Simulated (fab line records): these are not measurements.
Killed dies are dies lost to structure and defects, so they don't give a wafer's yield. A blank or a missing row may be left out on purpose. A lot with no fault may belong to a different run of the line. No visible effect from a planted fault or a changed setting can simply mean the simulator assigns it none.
The tool behind it: which one? -- flow nand-harc -- 15 lots, 43 wafers sampled, at 4 steps of a route of 1302

== WHAT THE GAUGES SHOWED, per wafer ==
NHARC_A_SOURCE_PLATE_INSPECT_08. Usual: raw-defect-count at 59, with a standard deviation of 20.
lot,measured,on,raw-defect-count,flag
L436,day 7 19:25,defect-inspect-01,65 70 91,
L438,day 8 08:36,defect-inspect-01,72 114 47,
L437,day 8 08:36,defect-inspect-02,76 74 122,
L439,day 9 01:19,defect-inspect-01,36 39 54,
L440,day 9 13:46,defect-inspect-02,42 87 58,
L441,day 9 17:34,defect-inspect-02,35 56 68,
L443,day 10 11:14,defect-inspect-02,85 59 49,
L442,day 10 11:14,defect-inspect-01,90 39 95,
L444,day 11 06:08,defect-inspect-02,46 56 48,
L445,day 11 06:10,defect-inspect-02,81 89 62,
L448,day 12 14:38,defect-inspect-02,51 34 59,
L451,day 14 06:38,defect-inspect-02,54 85,
L452,day 14 13:27,defect-inspect-01,60 60,
L454,day 15 05:36,defect-inspect-01,49 103 96,
L458,day 17 00:23,defect-inspect-02,55 46 42,

NHARC_A_ONON_D1_THK_MEAS_11: measures by ellipsometry. Usual: thk-nm at 1002 nm, with a standard deviation of 9.9.
lot,measured,on,thk-nm (nm),flag
L436,day 7 21:41,film-metro-02,997 998 997,
L438,day 8 10:53,film-metro-01,1018 1017 1017,
L437,day 8 10:53,film-metro-02,996 997 995,
L439,day 9 03:35,film-metro-02,1019 1019 1020,
L440,day 9 16:01,film-metro-02,1021 1022 1022,
L441,day 9 19:49,film-metro-02,1000 999 999,
L443,day 10 13:33,film-metro-01,1006 1007 1007,
L442,day 10 13:30,film-metro-02,1006 1004 1004,
L444,day 11 08:25,film-metro-02,986 987 985,
L445,day 11 08:30,film-metro-01,996 997 998,
L448,day 12 16:55,film-metro-02,1019 1018 1017,
L451,day 14 08:57,film-metro-02,1013 1013,
L452,day 14 15:44,film-metro-01,995 995,
L454,day 15 07:53,film-metro-01,987 987 987,
L458,day 17 02:41,film-metro-01,992 994 994,

NHARC_A_ONON_D1_THK_MEAS_30: measures by ellipsometry. Usual: thk-nm at 1002 nm, with a standard deviation of 8.5.
lot,measured,on,thk-nm (nm),flag
L436,day 8 08:15,film-metro-02,1002 1001 1001,
L438,day 9 00:34,film-metro-02,994 995 993,
L437,day 9 00:15,film-metro-02,998 998 1000,
L439,day 9 14:54,film-metro-02,1019 1020 1018,
L440,day 10 03:24,film-metro-02,997 997 999,
L441,day 10 03:20,film-metro-01,1002 1003 1002,
L443,day 11 04:10,film-metro-01,987 985 986,
L442,day 11 04:09,film-metro-02,988 987 988,
L444,day 11 21:42,film-metro-02,1006 1006 1005,
L445,day 11 21:42,film-metro-01,1001 1000 1001,
L448,day 13 03:58,film-metro-02,1006 1004 1004,
L451,day 14 19:36,film-metro-02,1016 1337,OFF
L452,day 15 02:52,film-metro-01,1005 1329,OFF
L454,day 15 22:04,film-metro-01,1001 1002 1324,OFF
L458,day 17 13:37,film-metro-01,997 995 996,

== WHAT TOOL EACH LOT RAN ON (gives the tool, then ch and the chambers of the sampled wafers, and finally the start) ==
lot,NHARC_A_ONON_D1_DEP_28
L436,"pecvd-onon-01 ch 0, day 8 07:48"
L438,"pecvd-onon-04 ch 0, day 9 00:07"
L437,"pecvd-onon-01 ch 0, day 8 23:48"
L439,"pecvd-onon-02 ch 0, day 9 14:24"
L440,"pecvd-onon-04 ch 0, day 10 02:54"
L441,"pecvd-onon-01 ch 0, day 10 02:53"
L443,"pecvd-onon-04 ch 0, day 11 03:39"
L442,"pecvd-onon-02 ch 0, day 11 03:38"
L444,"pecvd-onon-01 ch 0, day 11 21:15"
L445,"pecvd-onon-04 ch 0, day 11 21:15"
L448,"pecvd-onon-01 ch 0, day 13 03:38"
L451,"pecvd-onon-01 ch 0, day 14 19:08"
L452,"pecvd-onon-01 ch 0, day 15 02:22"
L454,"pecvd-onon-01 ch 0, day 15 21:33"
L458,"pecvd-onon-02 ch 0, day 17 13:10"
- NHARC_A_ONON_D1_DEP_28: target thk 1000 nm.

== WHAT THE TOOLS THEMSELVES READ (means of the sampled wafers that have a number; where no wafer has one, the mark that the record gives instead) ==
The record holds no such reading with a usual standard deviation.

== THE ANSWER, worked out from the rows above alone ==
Rule: a lot counts as off when the mean over its wafers that have a number is more than 3 standard deviations away from the usual mean. A lot without any number at a reading at which 4 lots or more have one is off too. Any other lot the step has rows for is counted as sound. First the gauges in route order, then the tools' own readings, where a lot's mean is used as printed above. At the first step where some lot is off, the reading lying furthest off is the one used; lots without a number count as furthest.
Off at NHARC_A_ONON_D1_THK_MEAS_30 (thk-nm): L451, L452, L454.
If a tool, at a process step before that reading, ran all the lots that are off and no sound lot after the first of them, it fits. The gauges at NHARC_A_ONON_D1_THK_MEAS_30 are tried like those tools. One candidate fits, namely pecvd-onon-01 at NHARC_A_ONON_D1_DEP_28. A fault onset in the window from L448 (day 13 03:38, its last sound lot) to L451 (day 14 19:08, its first lot off) fits.

== WHAT HAD BEEN PUT IN BY THE SIMULATOR ==
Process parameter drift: pecvd-onon-01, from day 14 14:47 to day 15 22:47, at NHARC_A_ONON_D1_DEP_28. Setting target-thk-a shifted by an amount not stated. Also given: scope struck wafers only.
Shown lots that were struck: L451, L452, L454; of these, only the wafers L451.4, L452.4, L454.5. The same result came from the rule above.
